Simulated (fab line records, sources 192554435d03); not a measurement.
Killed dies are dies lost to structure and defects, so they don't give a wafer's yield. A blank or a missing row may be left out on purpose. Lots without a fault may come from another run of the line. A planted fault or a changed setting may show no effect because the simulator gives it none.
fab line records | flow n5_finfet | part 1 of 2: steps 1 to 13 of 23
record lots=5 wafers=15 last_day=16
route steps=1938 shown BEOL_M7@1298
lots that met no fault: from a run of the same line without faults
start_h: hours from the record's first day to the start of the lot's first wafer shown | wait_h: hours since the lot's step before | " the same as in the row above | L1.1+2: a row that stands for several wafers | - no value, or no start given | * or withheld: withheld | < > ~ a bound
route shown NAME@n: a module of which the file shows steps, and the number in the route of the first | usual: mean/standard deviation of fault-free wafers | same: alike in all rows | chamber/n: place in a boat | sites: the reading at each site | _std_site: their standard deviation | _edge_site: outer sites' mean less inner sites' | radius_mm: how far each site lies from the wafer's centre | mask NAME#n: copy n | behind: the tool/chamber that last shaped the wafer | hold: why the lot was held/for how many hours/how that ended | device: the transistor (n, p or np) that didn't switch | end of line: the same wafers' tests at the end of the route | a step without rows: its recipe alone | killed: dies lost to structure and defects at the first sort, not the wafer's yield | map: a wafer's dies, x killed, . not, _ none there
set.NAME: the setting as run; set.NAME@STEP: as run at that earlier step | model.NAME: the simulator's own value behind a step, which no gauge read
lots at some steps of the route; a table a step, a row a wafer
services: from which hour (start_h, from the record's first day; less than 0 if before it) a tool's chamber was out of use, for how many hours, and why
## steps
# step N5_BEOL_M7_INSPECT_30
# recipe mode=adi inspect_instrument=brightfield
# usual raw_defect_count=380/100
# columns lot.wafer tool chamber start_h wait_h raw_defect_count
L074.1 defect_inspect-02 - 197.83 0.1 480
L074.3 " - " " 565
L074.6 " - " " 467
L078.1 defect_inspect-01 - 214.12 0.1 366
L078.4 " - " " 412
L078.6 " - " " 458
L081.1 defect_inspect-01 - 225.93 0.1 339
L081.5 " - " " 388
L081.6 " - " " 420
L082.3 defect_inspect-02 - 237.65 0.0 420
L082.5 " - " " 299
L082.6 " - " " 333
L092.3 defect_inspect-01 - 308.44 0.0 328
L092.4 " - " " 385
L092.5 " - " " 334
# step N5_BEOL_M7_DESCUM_33
# recipe chemistry=O2 time_s=7 source_power_w=50 bias_power_w=20 pressure_mtorr=20 rf_frequency_hz=2.712e+07 temp_c=40 resist=CAR-EUV o2_flow_sccm=225
# usual chamber_pressure_mTorr=20.000/0.018 drypump_motor_current_A=5.8/0.41 oes_product_au=0.78/0.058 rf_vpp_V=243.4/1.5 showerhead_plenum_p_Torr=2.12/0.091 throttle_valve_pct=20.48/0.29
# same time_s=7
# columns lot.wafer tool chamber start_h wait_h chamber_pressure_mTorr drypump_motor_current_A oes_product_au rf_hours_counter_h rf_vpp_V showerhead_plenum_p_Torr throttle_valve_pct
L074.1 rie_diel-02 3 198.25 0.4 19.986 5.9 0.83 78 243.4 2.22 20.02
L074.3 " 0 " " 19.997 5.1 0.75 162 243.8 2.20 20.84
L074.6 " 1 " " 19.987 5.6 0.89 - 245.8 2.24 20.31
L078.1 rie_diel-04 3 214.19 0.1 19.986 6.0 0.88 33 242.1 2.13 20.51
L078.4 " 0 " " 20.010 5.6 0.93 21 242.0 2.06 20.20
L078.6 " 1 " " 20.015 5.5 0.71 - 242.8 2.05 20.35
L081.1 rie_diel-02 0 225.99 0.1 20.022 5.1 0.74 170 243.9 2.20 20.84
L081.5 " 0 " " 20.034 5.1 0.74 - 244.4 2.20 20.86
L081.6 " 1 " " 20.006 5.6 0.87 - 244.6 2.24 20.32
L082.3 rie_diel-06 0 237.68 0.0 20.020 5.6 0.71 215 241.6 2.01 20.72
L082.5 " 3 " " 19.999 5.6 0.74 - 242.8 2.17 20.38
L082.6 " 0 " " 20.012 5.7 0.72 - 240.4 2.01 20.71
L092.3 rie_diel-02 3 309.26 0.8 20.009 5.9 0.79 103 243.4 2.21 20.06
L092.4 " 0 " " 20.000 5.1 0.72 199 244.8 2.19 20.87
L092.5 " 0 " " 20.012 5.1 0.72 - 246.1 2.19 20.91
# step N5_BEOL_M7_ETCH_72
# recipe chemistry=N2/H2 target=underlayer target_depth_a=65 mask_material=CAR-EUV time_s=5.2 ion_energy_ev=200 pressure_mtorr=30 source_w=840 bias_w=150 n2_flow_sccm=200 h2_flow_sccm=200 ends=cleared
# usual chamber_pressure_mTorr=30.00/0.042 drypump_motor_current_A=5.8/0.41 etch_rf_on_time_s=5.23/0.12 n2_flow_sccm=200.0/0.57 oes_product_au=0.67/0.051 rf_vpp_V=524/3.2 showerhead_plenum_p_Torr=2.56/0.1 throttle_valve_pct=17.82/0.27
# columns lot.wafer tool chamber start_h wait_h chamber_pressure_mTorr drypump_motor_current_A etch_rf_on_time_s n2_flow_sccm oes_product_au rf_hours_counter_h rf_vpp_V showerhead_plenum_p_Torr throttle_valve_pct
L074.1 rie_diel-02 3 198.28 0.0 30.09 5.9 5.11 200.8 0.71 78 527 2.67 17.27
L074.3 " 0 " " 29.98 5.1 5.02 199.2 0.64 162 527 2.65 18.06
L074.6 " 1 " " 30.05 5.6 5.24 199.3 0.75 - 529 2.71 17.74
L078.1 rie_diel-04 3 214.23 0.0 30.09 6.0 4.95 199.8 0.78 33 526 2.57 17.86
L078.4 " 0 " " 30.00 5.7 5.24 200.0 0.77 21 522 2.49 17.47
L078.6 " 1 " " 30.00 5.5 5.30 200.2 0.59 - 522 2.49 17.80
L081.1 rie_diel-02 0 226.02 0.0 29.98 5.1 5.04 200.5 0.64 170 528 2.65 18.03
L081.5 " 0 " " 30.01 5.1 4.98 200.8 0.64 - 526 2.65 18.07
L081.6 " 1 " " 30.04 5.6 5.19 200.7 0.74 - 527 2.71 17.76
L082.3 rie_diel-06 0 237.72 0.0 30.05 5.6 5.34 200.8 0.60 215 522 2.41 17.96
L082.5 " 3 " " 30.02 5.6 5.39 199.3 0.62 - 526 2.63 17.79
L082.6 " 0 " " 30.01 5.6 5.31 200.3 0.60 - 519 2.41 17.93
L092.3 rie_diel-02 3 309.29 0.0 30.00 5.9 5.13 199.1 0.69 103 527 2.66 17.35
L092.4 " 0 " " 29.99 5.1 5.12 200.6 0.61 199 523 2.63 18.12
L092.5 " 0 " " 29.93 5.1 5.13 200.4 0.61 - 527 2.63 18.09
# step N5_BEOL_M7_ETCH_65
# recipe chemistry=CF4 target=SiARC target_depth_a=156 mask_material=CAR-EUV time_s=26 ion_energy_ev=80 pressure_mtorr=40 source_w=545 bias_w=36 Ar_flow_sccm=100 cf4_flow_sccm=100 ends=cleared
# usual chamber_pressure_mTorr=40.00/0.039 drypump_motor_current_A=5.8/0.41 etch_rf_on_time_s=26.2/0.55 oes_product_au=0.67/0.051 rf_vpp_V=184.3/1.3 showerhead_plenum_p_Torr=2.16/0.087 throttle_valve_pct=15.58/0.25
# columns lot.wafer tool chamber start_h wait_h chamber_pressure_mTorr drypump_motor_current_A etch_rf_on_time_s oes_product_au rf_hours_counter_h rf_vpp_V showerhead_plenum_p_Torr throttle_valve_pct
L074.1 rie_diel-02 3 198.30 0.0 39.97 5.9 25.6 0.70 78 183.8 2.27 15.25
L074.3 " 0 " " 39.93 5.1 25.0 0.65 162 185.4 2.24 15.89
L074.6 " 1 " " 39.95 5.7 25.9 0.75 - 186.2 2.26 15.28
L078.1 rie_diel-04 3 214.25 0.0 40.00 6.0 25.0 0.77 33 185.4 2.18 15.59
L078.4 " 0 " " 40.01 5.6 26.4 0.77 21 184.9 2.09 15.23
L078.6 " 1 " " 40.07 5.5 26.5 0.59 - 184.3 2.13 15.79
L081.1 rie_diel-02 0 226.04 0.0 40.04 5.1 25.4 0.64 170 184.3 2.24 15.89
L081.5 " 0 " " 39.97 5.1 25.3 0.64 - 184.2 2.24 15.91
L081.6 " 1 " " 40.01 5.7 25.9 0.74 - 185.3 2.26 15.28
L082.3 rie_diel-06 0 237.74 0.0 39.99 5.6 27.3 0.59 215 182.4 2.03 15.74
L082.5 " 3 " " 40.10 5.6 26.9 0.63 - 185.2 2.20 15.54
L082.6 " 0 " " 40.03 5.6 27.0 0.59 - 182.2 2.03 15.74
L092.3 rie_diel-02 3 309.31 0.0 39.99 5.9 26.0 0.68 103 184.3 2.26 15.29
L092.4 " 0 " " 40.01 5.1 25.7 0.61 199 185.6 2.23 15.94
L092.5 " 0 " " 40.00 5.1 25.7 0.62 - 184.8 2.23 15.95
# step N5_BEOL_M7_ETCH_66
# recipe chemistry=N2/H2 target=SOC target_depth_a=800 overetch_a=160 mask_material=SiARC temp_c=40 time_s=120 ion_energy_ev=200 pressure_mtorr=30 source_w=840 bias_w=150 n2_flow_sccm=200 h2_flow_sccm=200
# usual chamber_pressure_mTorr=30.002/0.027 drypump_motor_current_A=5.8/0.41 n2_flow_sccm=199.9/0.58 oes_product_au=0.60/0.044 rf_vpp_V=524.4/3 showerhead_plenum_p_Torr=2.56/0.1 throttle_valve_pct=17.78/0.27
# same time_s=120
# columns lot.wafer tool chamber start_h wait_h chamber_pressure_mTorr drypump_motor_current_A n2_flow_sccm oes_product_au rf_hours_counter_h rf_vpp_V showerhead_plenum_p_Torr throttle_valve_pct
L074.1 rie_diel-02 3 198.33 0.0 30.018 5.9 200.4 0.63 78 528.4 2.68 17.22
L074.3 " 0 " " 29.963 5.1 200.3 0.57 162 526.6 2.65 18.01
L074.6 " 1 " " 29.994 5.6 198.8 0.67 - 528.0 2.71 17.70
L078.1 rie_diel-04 3 214.27 0.0 29.985 6.0 199.1 0.67 33 525.1 2.57 17.81
L078.4 " 0 " " 29.985 5.6 200.9 0.70 21 521.9 2.49 17.45
L078.6 " 1 " " 30.015 5.5 199.1 0.53 - 522.8 2.49 17.78
L081.1 rie_diel-02 0 226.07 0.0 29.969 5.1 200.9 0.57 170 526.7 2.65 18.02
L081.5 " 0 " " 30.008 5.1 200.5 0.56 - 526.3 2.65 18.03
L081.6 " 1 " " 30.004 5.6 199.5 0.66 - 528.4 2.71 17.71
L082.3 rie_diel-06 0 237.76 0.0 29.999 5.6 201.1 0.55 215 521.0 2.41 17.89
L082.5 " 3 " " 29.977 5.6 200.4 0.58 - 526.8 2.63 17.76
L082.6 " 0 " " 29.970 5.6 199.6 0.55 - 520.1 2.41 17.89
L092.3 rie_diel-02 3 309.34 0.0 29.991 5.9 200.2 0.61 103 527.2 2.66 17.27
L092.4 " 0 " " 29.999 5.1 200.5 0.55 199 525.3 2.63 18.07
L092.5 " 0 " " 30.035 5.1 199.9 0.54 - 525.8 2.63 18.06
# step N5_BEOL_M7_STRIP_69
# recipe chemistry=N2/H2 temp_c=40 n2_flow_sccm=200 h2_flow_sccm=200 rf_frequency_hz=6e+07
# columns lot.wafer tool chamber start_h wait_h
L074.1+3+6 rie_diel-02 3,0,1 198.41 0.0
L078.1+4+6 rie_diel-04 3,0,1 214.35 0.0
L081.1+5+6 rie_diel-02 0,0,1 226.15 0.0
L082.3+5+6 rie_diel-06 0,3,0 237.84 0.0
L092.3+4+5 rie_diel-02 3,0,0 309.42 0.0
# step N5_BEOL_M7_STRIP_73
# recipe chemistry=N2/H2 temp_c=40 n2_flow_sccm=200 h2_flow_sccm=200 rf_frequency_hz=6e+07
# columns lot.wafer tool chamber start_h wait_h
L074.1+3+6 rie_diel-02 3,0,1 198.42 0.0
L078.1+4+6 rie_diel-04 3,0,1 214.36 0.0
L081.1+5+6 rie_diel-02 0,0,1 226.16 0.0
L082.3+5+6 rie_diel-06 0,3,0 237.85 0.0
L092.3+4+5 rie_diel-02 3,0,0 309.43 0.0
# step N5_BEOL_M7_VIA_ETCH_34
# recipe chemistry=C4F6/O2 target=SiCOH_lowk target_depth_a=1255 mask_material=SOC taper_deg=4 time_s=50.5 ion_energy_ev=250 pressure_mtorr=30 source_w=345 bias_w=185 Ar_flow_sccm=300 C4F6_flow_sccm=10 O2_flow_sccm=10
# usual O2_flow_sccm=9.998/0.026 chamber_pressure_mTorr=30.002/0.026 drypump_motor_current_A=5.8/0.41 oes_product_au=0.78/0.058 rf_vpp_V=662/8.7 showerhead_plenum_p_Torr=2.87/0.12 throttle_valve_pct=20.86/0.27
# same time_s=50.5
# columns lot.wafer tool chamber start_h wait_h O2_flow_sccm chamber_pressure_mTorr drypump_motor_current_A oes_product_au rf_hours_counter_h rf_vpp_V showerhead_plenum_p_Torr throttle_valve_pct
L074.1 rie_diel-02 3 198.43 0.0 9.976 30.056 5.9 0.83 78 662 3.02 20.50
L074.3 " 0 " " 10.038 30.060 5.1 0.75 162 669 2.99 21.27
L074.6 " 1 " " 9.949 29.960 5.6 0.88 - 652 3.01 20.59
L078.1 rie_diel-04 3 214.37 0.0 9.962 30.008 6.0 0.89 33 650 2.89 20.93
L078.4 " 0 " " 10.023 29.979 5.7 0.90 21 670 2.77 20.49
L078.6 " 1 " " 9.990 29.993 5.5 0.70 - 673 2.83 21.00
L081.1 rie_diel-02 0 226.17 0.0 9.977 29.980 5.1 0.75 170 669 2.98 21.30
L081.5 " 0 " " 9.962 30.007 5.1 0.74 - 670 2.98 21.29
L081.6 " 1 " " 9.998 29.993 5.6 0.87 - 653 3.00 20.59
L082.3 rie_diel-06 0 237.86 0.0 10.048 30.004 5.6 0.71 215 662 2.70 20.95
L082.5 " 3 " " 9.990 30.028 5.6 0.73 - 677 2.93 20.71
L082.6 " 0 " " 9.977 29.945 5.6 0.71 - 663 2.70 20.96
L092.3 rie_diel-02 3 309.44 0.0 10.037 30.025 5.9 0.80 103 662 3.01 20.53
L092.4 " 0 " " 9.960 29.998 5.1 0.72 199 667 2.97 21.34
L092.5 " 0 " " 9.966 30.023 5.1 0.72 - 669 2.97 21.33
# step N5_BEOL_M7_STRIP_76
# recipe chemistry=C4F6/O2 resist=SiARC rf_frequency_hz=6e+07
# columns lot.wafer tool chamber start_h wait_h
L074.1+3+6 rie_diel-02 3,0,1 198.47 0.0
L078.1+4+6 rie_diel-04 3,0,1 214.42 0.0
L081.1+5+6 rie_diel-02 0,0,1 226.21 0.0
L082.3+5+6 rie_diel-06 0,3,0 237.91 0.0
L092.3+4+5 rie_diel-02 3,0,0 309.48 0.0
# step N5_BEOL_M7_STRIP_36
# recipe chemistry=N2/H2 power_w=450 temp_c=40 pressure_mtorr=20 rf_frequency_hz=6e+07 overash_fraction=0.3 bias_power_w=7 h2_frac=0.5 n2_flow_sccm=200 h2_flow_sccm=200
# usual chamber_pressure_mTorr=20.00/0.033 drypump_motor_current_A=5.8/0.41 n2_flow_sccm=200.0/0.62 oes_product_au=0.78/0.057 rf_vpp_V=59.4/1.4 showerhead_plenum_p_Torr=2.56/0.1 throttle_valve_pct=23.6/0.34
# columns lot.wafer tool chamber start_h wait_h chamber_pressure_mTorr drypump_motor_current_A n2_flow_sccm oes_product_au rf_hours_counter_h rf_vpp_V showerhead_plenum_p_Torr throttle_valve_pct
L074.1 rie_diel-02 3 198.48 0.0 19.98 5.9 198.9 0.81 78 57.8 2.67 23.0
L074.3 " 0 " " 20.05 5.1 199.9 0.75 162 60.2 2.64 23.8
L074.6 " 1 " " 20.01 5.6 199.5 0.88 - 61.4 2.71 23.7
L078.1 rie_diel-04 3 214.43 0.0 20.05 6.0 200.7 0.87 33 63.3 2.57 23.7
L078.4 " 0 " " 20.03 5.6 200.1 0.90 21 58.4 2.49 23.2
L078.6 " 1 " " 20.05 5.6 200.9 0.69 - 60.3 2.49 23.5
L081.1 rie_diel-02 0 226.22 0.0 19.98 5.1 200.9 0.74 170 57.7 2.64 23.9
L081.5 " 0 " " 19.96 5.1 200.8 0.74 - 60.8 2.64 23.9
L081.6 " 1 " " 19.98 5.6 200.3 0.87 - 58.2 2.70 23.8
L082.3 rie_diel-06 0 237.92 0.0 19.98 5.7 200.6 0.70 215 58.0 2.40 23.7
L082.5 " 3 " " 20.05 5.6 199.8 0.73 - 60.0 2.63 23.4
L082.6 " 0 " " 20.00 5.7 200.4 0.71 - 60.2 2.40 23.7
L092.3 rie_diel-02 3 309.49 0.0 20.02 5.9 199.6 0.79 103 59.2 2.66 23.0
L092.4 " 0 " " 19.96 5.1 199.6 0.71 199 60.4 2.63 23.9
L092.5 " 0 " " 20.01 5.1 199.9 0.72 - 60.5 2.63 23.9
# step N5_BEOL_M7_TRENCH_ETCH_37
# recipe chemistry=C4F6/O2 target_depth_a=934.78 target=SiCOH_lowk time_s=31.2 ion_energy_ev=250 pressure_mtorr=30 source_w=345 bias_w=185 Ar_flow_sccm=300 C4F6_flow_sccm=10 O2_flow_sccm=10
# usual O2_flow_sccm=10.000/0.026 chamber_pressure_mTorr=30.00/0.062 drypump_motor_current_A=5.8/0.41 oes_product_au=0.78/0.058 rf_vpp_V=662/8.7 showerhead_plenum_p_Torr=2.87/0.12 throttle_valve_pct=20.89/0.28
# same time_s=31.2
# columns lot.wafer tool chamber start_h wait_h O2_flow_sccm chamber_pressure_mTorr drypump_motor_current_A oes_product_au rf_hours_counter_h rf_vpp_V showerhead_plenum_p_Torr throttle_valve_pct
L074.1 rie_diel-02 3 - - 9.976 29.97 5.8 0.83 78 663 3.02 20.53
L074.3 " 0 " " 10.006 29.99 5.1 0.75 162 668 2.99 21.31
L074.6 " 1 " " 9.954 30.02 5.6 0.88 - 654 3.01 20.59
L078.1 rie_diel-04 3 - - 9.962 30.01 6.0 0.90 33 651 2.89 20.96
L078.4 " 0 " " 9.978 30.05 5.6 0.90 21 671 2.77 20.50
L078.6 " 1 " " 10.057 30.00 5.5 0.70 - 675 2.83 21.02
L081.1 rie_diel-02 0 - - 9.958 29.96 5.1 0.74 170 668 2.98 21.32
L081.5 " 0 " " 9.951 30.00 5.1 0.75 - 669 2.98 21.33
L081.6 " 1 " " 10.059 30.00 5.6 0.87 - 653 3.00 20.62
L082.3 rie_diel-06 0 - - 10.035 30.02 5.6 0.71 215 662 2.70 20.97
L082.5 " 3 " " 9.965 30.03 5.6 0.74 - 678 2.92 20.74
L082.6 " 0 " " 10.018 29.99 5.6 0.71 - 663 2.70 20.97
L092.3 rie_diel-02 3 - - 10.021 30.07 5.8 0.78 103 661 3.01 20.55
L092.4 " 0 " " 10.034 29.96 5.1 0.71 199 668 2.97 21.36
L092.5 " 0 " " 9.980 30.02 5.1 0.71 - 669 2.97 21.36
# step N5_BEOL_M7_ETCH_41
# recipe chemistry=CH3F/O2 target=SiCN target_depth_a=319 taper_deg=2 time_s=57.8 ion_energy_ev=120 mask_material=TiN pressure_mtorr=30 source_w=395 bias_w=75 Ar_flow_sccm=150 CH3F_flow_sccm=30 O2_flow_sccm=20
# usual O2_flow_sccm=19.99/0.059 chamber_pressure_mTorr=29.999/0.029 drypump_motor_current_A=5.8/0.41 oes_product_au=0.78/0.059 rf_vpp_V=297.6/1.7 showerhead_plenum_p_Torr=2.02/0.085 throttle_valve_pct=16.30/0.27
# same time_s=57.8
# columns lot.wafer tool chamber start_h wait_h O2_flow_sccm chamber_pressure_mTorr drypump_motor_current_A oes_product_au rf_hours_counter_h rf_vpp_V showerhead_plenum_p_Torr throttle_valve_pct
L074.1 rie_diel-02 3 - - 20.03 29.986 5.9 0.83 78 298.2 2.12 15.90
L074.3 " 0 " " 19.88 30.006 5.1 0.75 162 299.4 2.10 16.64
L074.6 " 1 " " 19.99 29.966 5.6 0.88 - 300.3 2.12 15.99
L078.1 rie_diel-04 3 - - 19.93 29.971 6.0 0.89 33 299.3 2.03 16.30
L078.4 " 0 " " 20.05 30.014 5.6 0.92 21 296.4 1.95 15.94
L078.6 " 1 " " 19.89 30.003 5.5 0.71 - 298.2 1.99 16.46
L081.1 rie_diel-02 0 - - 20.00 29.970 5.1 0.74 170 299.1 2.10 16.67
L081.5 " 0 " " 20.02 30.009 5.1 0.74 - 298.9 2.10 16.66
L081.6 " 1 " " 19.98 29.993 5.7 0.87 - 298.2 2.12 16.00
L082.3 rie_diel-06 0 - - 19.85 30.008 5.6 0.70 215 296.2 1.89 16.46
L082.5 " 3 " " 19.99 29.924 5.6 0.75 - 299.2 2.06 16.26
L082.6 " 0 " " 19.92 29.999 5.6 0.71 - 294.3 1.89 16.45
L092.3 rie_diel-02 3 - - 19.91 29.996 5.9 0.80 103 297.9 2.12 15.97
L092.4 " 0 " " 20.04 29.994 5.1 0.71 199 299.3 2.09 16.73
L092.5 " 0 " " 20.02 29.991 5.1 0.71 - 298.7 2.09 16.72
# step N5_BEOL_M7_STRIP_80
# recipe chemistry=N2/H2 time_s=10 power_w=450 temp_c=40 pressure_mtorr=20 rf_frequency_hz=6e+07 bias_power_w=7 n2_flow_sccm=200 h2_flow_sccm=200
# usual chamber_pressure_mTorr=19.999/0.019 drypump_motor_current_A=5.8/0.41 n2_flow_sccm=200.0/0.65 oes_product_au=0.78/0.057 rf_vpp_V=59.2/0.89 showerhead_plenum_p_Torr=2.56/0.1 throttle_valve_pct=23.6/0.33
# same time_s=10
# columns lot.wafer tool chamber start_h wait_h chamber_pressure_mTorr drypump_motor_current_A n2_flow_sccm oes_product_au rf_hours_counter_h rf_vpp_V showerhead_plenum_p_Torr throttle_valve_pct
L074.1 rie_diel-02 3 - - 19.994 5.8 200.7 0.82 78 59.6 2.67 22.9
L074.3 " 0 " " 19.992 5.1 200.8 0.75 162 59.6 2.64 23.8
L074.6 " 1 " " 20.003 5.6 199.5 0.88 - 61.2 2.71 23.7
L078.1 rie_diel-04 3 - - 19.984 6.0 199.7 0.88 33 59.0 2.57 23.7
L078.4 " 0 " " 19.989 5.7 200.1 0.91 21 58.1 2.49 23.2
L078.6 " 1 " " 20.001 5.5 200.1 0.71 - 58.2 2.49 23.5
L081.1 rie_diel-02 0 - - 19.973 5.1 199.1 0.75 170 59.3 2.64 23.9
L081.5 " 0 " " 19.995 5.1 199.6 0.75 - 61.0 2.64 23.9
L081.6 " 1 " " 19.973 5.6 199.9 0.88 - 60.1 2.70 23.8
L082.3 rie_diel-06 0 - - 20.009 5.6 200.2 0.71 215 59.4 2.40 23.7
L082.5 " 3 " " 19.995 5.6 199.3 0.74 - 59.6 2.63 23.4
L082.6 " 0 " " 19.990 5.6 199.8 0.70 - 57.8 2.40 23.7
L092.3 rie_diel-02 3 - - 20.010 5.9 200.2 0.79 104 58.9 2.66 23.0
L092.4 " 0 " " 20.037 5.1 199.5 0.72 199 59.3 2.63 23.9
L092.5 " 0 " " 19.986 5.1 199.6 0.72 - 61.0 2.63 23.9
